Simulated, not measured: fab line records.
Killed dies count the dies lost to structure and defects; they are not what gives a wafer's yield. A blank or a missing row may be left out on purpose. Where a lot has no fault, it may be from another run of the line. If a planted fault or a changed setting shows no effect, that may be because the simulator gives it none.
Chamber matching    flow n5-finfet    4 sister chambers for N5_BEOL_M0_SAQP_STRIP_108 on rie-diel-01
The step strips in N2/H2. 4 wafers are shown with their chamber, then 8 later ones without.

## WAFERS, EACH WITH ITS CHAMBER
wafer   chamber  drypump-motor-current-A (A)
L082.6  2        5.68
L083.1  1        5.64
L083.5  3        5.67
L089.1  0        5.08

## WAFERS WHOSE CHAMBER IS MISSING
wafer   drypump-motor-current-A (A)
L089.2  5.70
L089.5  5.61
L092.1  5.71
L092.3  5.66
L092.5  5.68
L093.3  5.07
L093.5  5.70
L093.6  5.68

## EACH ONE'S CHAMBER
wafer   from the rows above           in truth
L089.2  can't be placed: 2 or 3       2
L089.5  can't be placed: 1 or 3       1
L092.1  can't be placed: 2 or 3       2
L092.3  can't be placed: 3 or 2 or 1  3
L092.5  can't be placed: 2 or 3       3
L093.3  0                             0
L093.5  can't be placed: 2 or 3       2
L093.6  can't be placed: 2 or 3       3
Correctly placed: 1 of 8. Can't be placed from these rows: 7 (the true chamber is among the candidates in 7). Number placed wrongly: 0.
How it was worked out, from the rows above alone: a wafer's distance from a chamber is the root of the sum, over the readings, of the square of ((its reading less the chamber's mean) divided by the reading's scatter). If the next closest chamber is less than 2 further off than the closest, the wafer can't be placed; otherwise it belongs to the closest. Each chamber's mean is taken over the wafers shown for it. The scatter (one wafer shown for each chamber): square how far every hidden wafer sits from the nearest shown wafer, average those squares and take the square root.
